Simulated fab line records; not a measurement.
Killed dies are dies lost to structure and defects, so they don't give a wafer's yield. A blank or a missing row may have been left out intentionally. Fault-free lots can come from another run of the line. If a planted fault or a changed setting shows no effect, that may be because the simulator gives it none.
Problem report in the 8D (eight disciplines) form, filled by code ; flow nand-harc ; the parts of the form that need people (team, actions taken, sign-off) are left out

1. WHAT IS WRONG
Mean of killed-at-other at NHARC_END_SORT_01: 92.8 across 6 wafers in 2 lots; on wafers with no fault it is 0.5 (standard deviation 0.72). That is +99 or more standard deviations from the usual mean.
First seen on wafer L794.1, day 26 20:37, on prober-02. Wafers with a number at this step in the record: 18, from 6 lots. By rule, "out" or "out of limits" means more than 4 standard deviations away from the usual mean. The rest of the wafers with a number are treated as sound.

2. WHAT IT IS AND WHAT IT IS NOT
question;is;is not
which readings at this step;killed-at-other, defect-limited-yield, killed-dies, sort_bin_2_pct, sort_bin_3_pct, sort-n-pass, sort-yield-pct;killed-at-array, killed-at-periphery, killed-open
which lots;L793, L794;L786, L802, L805, L807
which wafers of those lots;all that have a number;-
read on which gauges;prober-01, prober-02;-
when;from day 26 20:37;"up to then (3 sound wafers); but 9 sound wafers of L802, L805, L807 came after"

3. THE SUSPECTS, EACH WITH WHAT RULES IT OUT
Counting: a tool at any process step up to the reading remains a suspect when it ran all the lots that are out and ran no sound lot after the first of those.
- ruled out: the gauge at NHARC_END_SORT_01. 2 gauges (prober-01, prober-02) read the wafers that are out.
- rie-diel-09 at NHARC_THIN_TSV_DESCUM_14 (chemistry O2, time 3 s): ruled out as a lasting fault. Sound lots L807 ran on it after its first lot that is out, L793 (day 26 05:26).
- rie-diel-09 at NHARC_THIN_TSV_ETCH_44 (etches the open film in CF4/O2, target depth 1594.2 nm, time 797.1 s): ruled out as a lasting fault. Sound lots L807 ran on it after its first lot that is out, L793 (day 26 05:34).
- plasma-asher-01 at NHARC_THIN_TSV_STRIP_45 (strips in O2): ruled out as a lasting fault. Sound lots L805 ran on it after its first lot that is out, L793 (day 26 06:21).
- plasma-asher-01 at NHARC_THIN_TSV_STRIP_62 (strips in N2/H2, time 20 s): ruled out as a lasting fault. Sound lots L802, L805 ran on it after its first lot that is out, L793 (day 26 08:11).
- cmp-03 at NHARC_THIN_TSV_CMP_21 (polishes, t overpolish 30 s, target thk 2000 nm): ruled out as a lasting fault. Sound lots L807 ran on it after its first lot that is out, L793 (day 26 09:53).
Left after counting: nothing in the record.

4. THE CAUSE (what the simulator had put in)
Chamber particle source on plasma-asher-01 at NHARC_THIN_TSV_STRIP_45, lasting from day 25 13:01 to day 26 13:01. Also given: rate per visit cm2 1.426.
It was ruled out by counting, in error; the rule expects a fault to strike all lots run on its tool from its start on, and this fault did not.

5. THE EFFECT CHAIN, in route order
Each row: a reading where the mean over the struck wafers with a number is more than 3 standard deviations away from the usual. Only readings for which the record gives a usual standard deviation are gone through. hours: the time from each lot's start at the first step in this table that gives one to its start at this step, as a median over the lots. sigmas: the change in usual standard deviations.
hours;step;reading;usual;on struck wafers;change;sigmas
0;NHARC_END_SORT_01;defect-limited-yield;92.3 %;77.6;-14.7;-6.7
0;NHARC_END_SORT_01;killed-at-other;0.5;92.8;+92.3;+99 or more
0;NHARC_END_SORT_01;killed-dies;52;152;+100;+6.6
0;NHARC_END_SORT_01;sort_bin_2_pct;2.7 %;9.1;+6.4;+5.8
0;NHARC_END_SORT_01;sort_bin_3_pct;0.6 %;5.6;+5.0;+15
0;NHARC_END_SORT_01;sort-n-pass;625;525;-100;-6.6
0;NHARC_END_SORT_01;sort-yield-pct;92.3 %;77.6;-14.7;-6.7

6. WHAT WOULD HAVE CAUGHT IT SOONER
The first out-of-limits reading at a measuring or inspecting step in this record came at day 26 20:37, 32 hours after the fault's start at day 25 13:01.
An alarm limit of 4 standard deviations would not have fired on the tool readings at NHARC_THIN_TSV_STRIP_45 for which the record gives a usual standard deviation, since none of them was out on any struck wafer.
